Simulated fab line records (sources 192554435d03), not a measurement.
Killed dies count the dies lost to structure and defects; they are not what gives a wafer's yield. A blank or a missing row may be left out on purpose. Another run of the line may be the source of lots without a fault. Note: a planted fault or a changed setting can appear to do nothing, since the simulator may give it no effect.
Matching of chambers || flow n5_finfet || N5_BEOL_M4_CMP_52 on cmp-04: 4 sister chambers
The step polishes, stops on SiOC, t overpolish 6.8 s, target thk 40 nm. 33 wafers are shown with their chamber, then 12 later ones without.

## EACH WAFER AND ITS CHAMBER
{"wafer": "L074.2", "chamber": 1, "motor_current_A (A)": 5.7, "time_to_endpoint_s (s)": 66, "barrier_field_endpoint_s (s)": 25.6}
{"wafer": "L074.4", "chamber": 2, "motor_current_A (A)": 6.7, "time_to_endpoint_s (s)": 63, "barrier_field_endpoint_s (s)": 25.1}
{"wafer": "L074.5", "chamber": 1, "motor_current_A (A)": 5.6, "time_to_endpoint_s (s)": 66, "barrier_field_endpoint_s (s)": 25.9}
{"wafer": "L076.2", "chamber": 2, "motor_current_A (A)": 7.1, "time_to_endpoint_s (s)": 62, "barrier_field_endpoint_s (s)": 24.7}
{"wafer": "L076.5", "chamber": 2, "motor_current_A (A)": 6.9, "time_to_endpoint_s (s)": 63, "barrier_field_endpoint_s (s)": 25.1}
{"wafer": "L076.6", "chamber": 1, "motor_current_A (A)": 5.9, "time_to_endpoint_s (s)": 66, "barrier_field_endpoint_s (s)": 26.4}
{"wafer": "L075.3", "chamber": 1, "motor_current_A (A)": 5.8, "time_to_endpoint_s (s)": 61, "barrier_field_endpoint_s (s)": 25.2}
{"wafer": "L075.5", "chamber": 3, "motor_current_A (A)": 6.0, "time_to_endpoint_s (s)": 62, "barrier_field_endpoint_s (s)": 26.3}
{"wafer": "L075.6", "chamber": 2, "motor_current_A (A)": 6.8, "time_to_endpoint_s (s)": 60, "barrier_field_endpoint_s (s)": 24.4}
{"wafer": "L080.2", "chamber": 0, "motor_current_A (A)": 5.5, "time_to_endpoint_s (s)": 68, "barrier_field_endpoint_s (s)": 26.1}
{"wafer": "L080.4", "chamber": 3, "motor_current_A (A)": 6.5, "time_to_endpoint_s (s)": 66, "barrier_field_endpoint_s (s)": 25.6}
{"wafer": "L080.6", "chamber": 0, "motor_current_A (A)": 5.5, "time_to_endpoint_s (s)": 69, "barrier_field_endpoint_s (s)": 25.9}
{"wafer": "L081.1", "chamber": 3, "motor_current_A (A)": 6.2, "time_to_endpoint_s (s)": 66, "barrier_field_endpoint_s (s)": 25.2}
{"wafer": "L081.4", "chamber": 0, "motor_current_A (A)": 5.6, "time_to_endpoint_s (s)": 68, "barrier_field_endpoint_s (s)": 26.0}
{"wafer": "L081.6", "chamber": 3, "motor_current_A (A)": 6.2, "time_to_endpoint_s (s)": 66, "barrier_field_endpoint_s (s)": 25.6}
{"wafer": "L083.3", "chamber": 3, "motor_current_A (A)": 5.9, "time_to_endpoint_s (s)": 64, "barrier_field_endpoint_s (s)": 24.7}
{"wafer": "L083.4", "chamber": 0, "motor_current_A (A)": 5.7, "time_to_endpoint_s (s)": 65, "barrier_field_endpoint_s (s)": 25.3}
{"wafer": "L083.5", "chamber": 0, "motor_current_A (A)": 5.4, "time_to_endpoint_s (s)": 68, "barrier_field_endpoint_s (s)": 25.8}
{"wafer": "L082.2", "chamber": 2, "motor_current_A (A)": 6.7, "time_to_endpoint_s (s)": 59, "barrier_field_endpoint_s (s)": 24.1}
{"wafer": "L082.5", "chamber": 2, "motor_current_A (A)": 7.1, "time_to_endpoint_s (s)": 61, "barrier_field_endpoint_s (s)": 23.5}
{"wafer": "L082.6", "chamber": 3, "motor_current_A (A)": 6.1, "time_to_endpoint_s (s)": 65, "barrier_field_endpoint_s (s)": 24.9}
{"wafer": "L086.2", "chamber": 0, "motor_current_A (A)": 5.4, "time_to_endpoint_s (s)": 70, "barrier_field_endpoint_s (s)": 25.6}
{"wafer": "L086.3", "chamber": 1, "motor_current_A (A)": 5.6, "time_to_endpoint_s (s)": 66, "barrier_field_endpoint_s (s)": 25.5}
{"wafer": "L086.6", "chamber": 3, "motor_current_A (A)": 6.4, "time_to_endpoint_s (s)": 69, "barrier_field_endpoint_s (s)": 25.5}
{"wafer": "L089.2", "chamber": 2, "motor_current_A (A)": 6.8, "time_to_endpoint_s (s)": 61, "barrier_field_endpoint_s (s)": 25.1}
{"wafer": "L089.4", "chamber": 1, "motor_current_A (A)": 6.0, "time_to_endpoint_s (s)": 65, "barrier_field_endpoint_s (s)": 25.8}
{"wafer": "L089.5", "chamber": 3, "motor_current_A (A)": 6.1, "time_to_endpoint_s (s)": 65, "barrier_field_endpoint_s (s)": 25.0}
{"wafer": "L088.1", "chamber": 0, "motor_current_A (A)": 5.6, "time_to_endpoint_s (s)": 70, "barrier_field_endpoint_s (s)": 25.2}
{"wafer": "L088.2", "chamber": 3, "motor_current_A (A)": 5.8, "time_to_endpoint_s (s)": 68, "barrier_field_endpoint_s (s)": 24.3}
{"wafer": "L088.3", "chamber": 1, "motor_current_A (A)": 5.9, "time_to_endpoint_s (s)": 67, "barrier_field_endpoint_s (s)": 24.8}
{"wafer": "L091.2", "chamber": 2, "motor_current_A (A)": 7.1, "time_to_endpoint_s (s)": 60, "barrier_field_endpoint_s (s)": 24.4}
{"wafer": "L091.3", "chamber": 3, "motor_current_A (A)": 6.2, "time_to_endpoint_s (s)": 67, "barrier_field_endpoint_s (s)": 24.6}
{"wafer": "L091.6", "chamber": 0, "motor_current_A (A)": 5.8, "time_to_endpoint_s (s)": 65, "barrier_field_endpoint_s (s)": 25.9}

SIGNATURES (averages over the wafers above)
{"reading": "motor_current_A", "chamber 0": 5.562, "chamber 1": 5.786, "chamber 2": 6.900, "chamber 3": 6.140, "scatter within a chamber": 0.177}
{"reading": "time_to_endpoint_s", "chamber 0": 67.88, "chamber 1": 65.29, "chamber 2": 61.12, "chamber 3": 65.80, "scatter within a chamber": 1.86}
{"reading": "barrier_field_endpoint_s", "chamber 0": 25.725, "chamber 1": 25.600, "chamber 2": 24.550, "chamber 3": 25.170, "scatter within a chamber": 0.518}
Rule: for a wafer and a chamber, the distance is found by dividing, reading by reading, the gap between the wafer's reading and the chamber's mean by the reading's scatter, squaring, summing and taking the root. The wafer belongs to the nearest chamber; if the next one is less than 2 further off, it can't be placed. The scatter: take each reading less its chamber's mean, square it, sum over the shown wafers, divide by the number of wafers less the number of chambers, and take the root.

## WAFERS WITH NO CHAMBER GIVEN
{"wafer": "L092.2", "motor_current_A (A)": 5.8, "time_to_endpoint_s (s)": 67, "barrier_field_endpoint_s (s)": 25.6}
{"wafer": "L092.3", "motor_current_A (A)": 5.5, "time_to_endpoint_s (s)": 70, "barrier_field_endpoint_s (s)": 26.3}
{"wafer": "L092.4", "motor_current_A (A)": 7.3, "time_to_endpoint_s (s)": 64, "barrier_field_endpoint_s (s)": 25.1}
{"wafer": "L093.1", "motor_current_A (A)": 5.8, "time_to_endpoint_s (s)": 63, "barrier_field_endpoint_s (s)": 25.0}
{"wafer": "L093.2", "motor_current_A (A)": 5.9, "time_to_endpoint_s (s)": 63, "barrier_field_endpoint_s (s)": 25.2}
{"wafer": "L093.5", "motor_current_A (A)": 7.0, "time_to_endpoint_s (s)": 59, "barrier_field_endpoint_s (s)": 24.8}
{"wafer": "L095.1", "motor_current_A (A)": 7.1, "time_to_endpoint_s (s)": 60, "barrier_field_endpoint_s (s)": 25.1}
{"wafer": "L095.3", "motor_current_A (A)": 5.9, "time_to_endpoint_s (s)": 64, "barrier_field_endpoint_s (s)": 25.4}
{"wafer": "L095.4", "motor_current_A (A)": 5.5, "time_to_endpoint_s (s)": 67, "barrier_field_endpoint_s (s)": 25.9}
{"wafer": "L097.2", "motor_current_A (A)": 6.7, "time_to_endpoint_s (s)": 63, "barrier_field_endpoint_s (s)": 24.6}
{"wafer": "L097.4", "motor_current_A (A)": 6.0, "time_to_endpoint_s (s)": 64, "barrier_field_endpoint_s (s)": 25.5}
{"wafer": "L097.5", "motor_current_A (A)": 5.9, "time_to_endpoint_s (s)": 64, "barrier_field_endpoint_s (s)": 25.2}

## WHICH CHAMBER EACH ONE RAN IN
{"wafer": "L092.2", "from the rows above": "can't be placed: 1 or 0 or 3", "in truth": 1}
{"wafer": "L092.3", "from the rows above": "can't be placed: 0 or 1", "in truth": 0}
{"wafer": "L092.4", "from the rows above": 2, "in truth": 2}
{"wafer": "L093.1", "from the rows above": "can't be placed: 1 or 3 or 0", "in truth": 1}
{"wafer": "L093.2", "from the rows above": "can't be placed: 1 or 3 or 0", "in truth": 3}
{"wafer": "L093.5", "from the rows above": 2, "in truth": 2}
{"wafer": "L095.1", "from the rows above": 2, "in truth": 2}
{"wafer": "L095.3", "from the rows above": "can't be placed: 1 or 3 or 0", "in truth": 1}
{"wafer": "L095.4", "from the rows above": "can't be placed: 0 or 1", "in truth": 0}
{"wafer": "L097.2", "from the rows above": 2, "in truth": 2}
{"wafer": "L097.4", "from the rows above": "can't be placed: 3 or 1 or 0", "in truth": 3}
{"wafer": "L097.5", "from the rows above": "can't be placed: 1 or 3 or 0", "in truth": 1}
Placed correctly: 4 of 12. Cannot be placed on the basis of these rows: 8; the candidates contain the true chamber in 8. 0 placed wrongly.
